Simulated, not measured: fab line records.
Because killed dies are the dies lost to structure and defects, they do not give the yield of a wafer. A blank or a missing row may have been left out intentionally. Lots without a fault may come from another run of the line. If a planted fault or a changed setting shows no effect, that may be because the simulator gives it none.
Chamber matching ; flow n5_finfet ; ald_hk-03 running N5_HKMG_FIN_ALD_74: 4 sister chambers
The step deposits La2O3, target thk 0.5 nm, pulse time 6 s, co reactant pulse time 1 s. 8 wafers are shown with their chamber, then 7 later ones without.

WAFERS, EACH WITH ITS CHAMBER
wafer;chamber;heater_power_w (W);precursor_pulse_height_rel
L076.1;0;371;0.994
L077.1;0;383;0.998
L088.2;3;444;1.031
L089.1;1;301;0.987
L089.4;2;319;1.009
L089.5;3;430;1.001
L090.2;1;309;0.943
L090.3;2;326;1.025

WAFERS WITHOUT THEIR CHAMBER
wafer;heater_power_w (W);precursor_pulse_height_rel
L090.5;374;0.989
L092.2;365;0.994
L092.4;441;1.007
L092.5;437;1.012
L093.3;324;1.013
L093.5;308;1.017
L093.6;326;1.022

WHICH CHAMBER EACH WENT THROUGH
wafer;from the rows above;in truth
L090.5;0;0
L092.2;0;0
L092.4;3;3
L092.5;3;3
L093.3;2;2
L093.5;can't be placed: 2 or 1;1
L093.6;2;2
6 of 7 placed correctly. Not placeable from these rows: 1 (in 1, the candidates include the true chamber). Wrongly placed: 0.
How it was worked out, from the rows above alone: a wafer's distance from a chamber is the root of the sum, over the readings, of the square of ((its reading less the chamber's mean) divided by the reading's scatter). The wafer belongs to the nearest chamber; if the next one is less than 2 further off, it can't be placed. The mean given for a chamber averages the wafers shown for that chamber. The scatter: take each reading less its chamber's mean, square it, sum over the shown wafers, divide by the number of wafers less the number of chambers, and take the root.
